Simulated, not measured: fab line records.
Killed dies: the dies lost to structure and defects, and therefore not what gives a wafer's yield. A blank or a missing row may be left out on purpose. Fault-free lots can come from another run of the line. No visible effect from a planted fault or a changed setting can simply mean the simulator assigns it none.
Split-lot study + flow n5Finfet + 21 wafers read from 7 lots, route of 1938 steps

ON THE SPLIT
At N5_BEOL_M5_TRENCH_ETCH_37 (etches SiCOH lowk in C4F6/O2, target depth 71.652 nm, time 24.7 s), the setting sourceW was moved away from the recipe's 345 W on 9 of the 21 wafers read, by -16.4% to +17.1%. All remaining wafers had this setting at the recipe value.

FROM THE SPLIT TO THE READING: what the file shows between them, 13 steps
- N5_BEOL_M5_ETCH_41: etches SiCN in CH3F/O2, target depth 31.5 nm, time 56.7 s
- N5_BEOL_M5_STRIP_91: strips in N2/H2, time 10 s
- N5_BEOL_M5_OCD_MEAS_38
- N5_BEOL_M5_HM_STRIP_39: strips TiN in peroxide tin strip, target depth 25 nm, time 158 s
- N5_BEOL_M5_SRD_40: time 30 s
- N5_BEOL_M5_ECD_50: material Cu, target thk 300 nm
- N5_BEOL_M5_ANNEAL_51: time 90 s
- N5_BEOL_M5_CMP_52: polishes, stops on SiCOH lowk, t overpolish 6.9 s, target thk 62 nm
- N5_BEOL_M5_THK_MEAS_53: measures by xrf
- N5_BEOL_M5_PRE_CLEAN_77: time 15 s
- N5_BEOL_M5_CO_CAP_78: material Co, precursor CCTBA/H2, target thk 2 nm, time 102.1 s
- N5_BEOL_M5_PRE_CLEAN_55: time 15 s
- N5_BEOL_M5_DEP_56: deposits SiCN from 3MS/NH3, target thk 8 nm, time 14 s

THE READING
M5_RS, in ohm/sq, at N5_BEOL_M5_RS_MEAS_57 (measures by four-point-probe). A value of 0.390 ohm/sq with a standard deviation of 0.0098 ohm/sq is what fault-free wafers of this fab line usually give.

| wafer  | tool, chamber at the split | sourceW as run, W | against the recipe | M5_RS, ohm/sq | against lot-mates on the recipe |
|--------|----------------------------|-------------------|--------------------|---------------|---------------------------------|
| L075.3 | rieDiel-06, 2              | 327.4             | -5.1%              | 0.402         | +0.015                          |
| L075.4 | rieDiel-06, 0              | 345               | recipe             | 0.386         | -                               |
| L075.5 | rieDiel-06, 0              | 345               | recipe             | 0.389         | -                               |
| L077.1 | rieDiel-02, 3              | 303.9             | -11.9%             | 0.420         | +0.016                          |
| L077.3 | rieDiel-02, 0              | 345               | recipe             | 0.404         | -                               |
| L077.6 | rieDiel-02, 1              | 303.9             | -11.9%             | 0.414         | +0.010                          |
| L084.2 | rieDiel-06, 2              | 345               | recipe             | 0.366         | -                               |
| L084.5 | rieDiel-06, 0              | 345               | recipe             | 0.373         | -                               |
| L084.6 | rieDiel-06, 3              | 345               | recipe             | 0.382         | -                               |
| L086.1 | rieDiel-05, 2              | 404.1             | +17.1%             | 0.356         | -0.023                          |
| L086.4 | rieDiel-05, 0              | 345               | recipe             | 0.379         | -                               |
| L086.6 | rieDiel-05, 2              | 404.1             | +17.1%             | 0.350         | -0.029                          |
| L087.3 | rieDiel-05, 1              | 392.2             | +13.7%             | 0.366         | -0.039                          |
| L087.4 | rieDiel-05, 3              | 345               | recipe             | 0.405         | -                               |
| L087.6 | rieDiel-05, 2              | 392.2             | +13.7%             | 0.376         | -0.029                          |
| L091.1 | rieDiel-02, 2              | 345               | recipe             | 0.401         | -                               |
| L091.3 | rieDiel-02, 1              | 345               | recipe             | 0.398         | -                               |
| L091.4 | rieDiel-02, 0              | 345               | recipe             | 0.394         | -                               |
| L097.4 | rieDiel-06, 0              | 288.3             | -16.4%             | 0.437         | +0.052                          |
| L097.5 | rieDiel-06, 2              | 345               | recipe             | 0.385         | -                               |
| L097.6 | rieDiel-06, 3              | 288.3             | -16.4%             | 0.424         | +0.039                          |

THE FIT
A straight line over all 21 wafers: M5_RS changes by -0.00211 ohm/sq for each +1% of sourceW; r = -0.89; the points scatter about the line by 0.011 ohm/sq.
The same after taking each lot's own level away (the mean of its wafers on the recipe; 21 wafers): -0.00204 ohm/sq for each +1%; r = -0.93; scatter 0.0077 ohm/sq.
According to that fit, moving sourceW by its largest amount changes the reading by 0.035 ohm/sq.
The span of the lots' own levels, 0.3737 to 0.4050 ohm/sq, comes to 3.2 times the standard deviation stated above.
Hence the lot-to-lot level has little effect on the slope; both slopes agree.
Check: for one of the wafers moved furthest among these (+17.1%), held out of the fit, the line's prediction against its lot-mates is -0.0375 ohm/sq. Against them it came out at -0.023 ohm/sq.
Tool readings at the split's step, against how far the setting was moved: rfVppV r = -0.97.

ADDITIONAL SPLITS CARRIED BY THESE WAFERS
Other splits were also applied to these wafers ahead of the reading. Each is held against what the fit with the lots' levels taken away leaves over:
| other split on the same wafers | wafers away from the commonest value | r with M5_RS (lot level and that fit taken away) |
|--------------------------------|--------------------------------------|--------------------------------------------------|
| N5_BEOL_M4_EXPOSE_08 doseMj    | 8                                    | +0.15                                            |
| N5_BEOL_M4_ETCH_70 timeS       | 4                                    | +0.18                                            |
| N5_BEOL_M5_ETCH_68 biasW       | 9                                    | -0.34                                            |

THE WHOLE CHAIN: every reading that the file lists as answering this split, in the file's order
| step                      | what it does                                                        | reading                                                                     | change (the file's fit)               | r (the file's) |
|---------------------------|---------------------------------------------------------------------|-----------------------------------------------------------------------------|---------------------------------------|----------------|
| N5_BEOL_M5_TRENCH_ETCH_37 | etches SiCOH lowk in C4F6/O2, target depth 71.652 nm, time 24.7 s   | rfVppV                                                                      | -3.39 V for each +1% of the setting   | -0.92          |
| N5_BEOL_M5_TRENCH_ETCH_37 | etches SiCOH lowk in C4F6/O2, target depth 71.652 nm, time 24.7 s   | BEOL_M5.featureDepthNm (the simulator's own value, which no gauge read)     | +0.289 nm for each +1% of the setting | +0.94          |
| N5_BEOL_M5_TRENCH_ETCH_37 | etches SiCOH lowk in C4F6/O2, target depth 71.652 nm, time 24.7 s   | etch.depthNm (the simulator's own value, which no gauge read)               | +0.292 nm for each +1% of the setting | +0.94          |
| N5_BEOL_M5_OCD_MEAS_38    |                                                                     | trenchDepthNm                                                               | +0.287 nm for each +1% of the setting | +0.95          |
| N5_BEOL_M5_CMP_52         | polishes, stops on SiCOH lowk, t overpolish 6.9 s, target thk 62 nm | Cu_of_BEOL_M5_ECD_50.thkNm (the simulator's own value, which no gauge read) | +0.261 nm for each +1% of the setting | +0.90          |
| N5_BEOL_M5_THK_MEAS_53    | measures by xrf                                                     | M5_THK                                                                      | +0.265 for each +1% of the setting    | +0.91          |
| N5_BEOL_M5_RS_MEAS_57     | measures by four-point-probe                                        | M5_RS                                                                       | -0.00204 for each +1% of the setting  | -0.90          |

THE FILE'S OWN FIT
M5_RS changes by -0.00204 ohm/sq for each +1% of sourceW, r = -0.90.
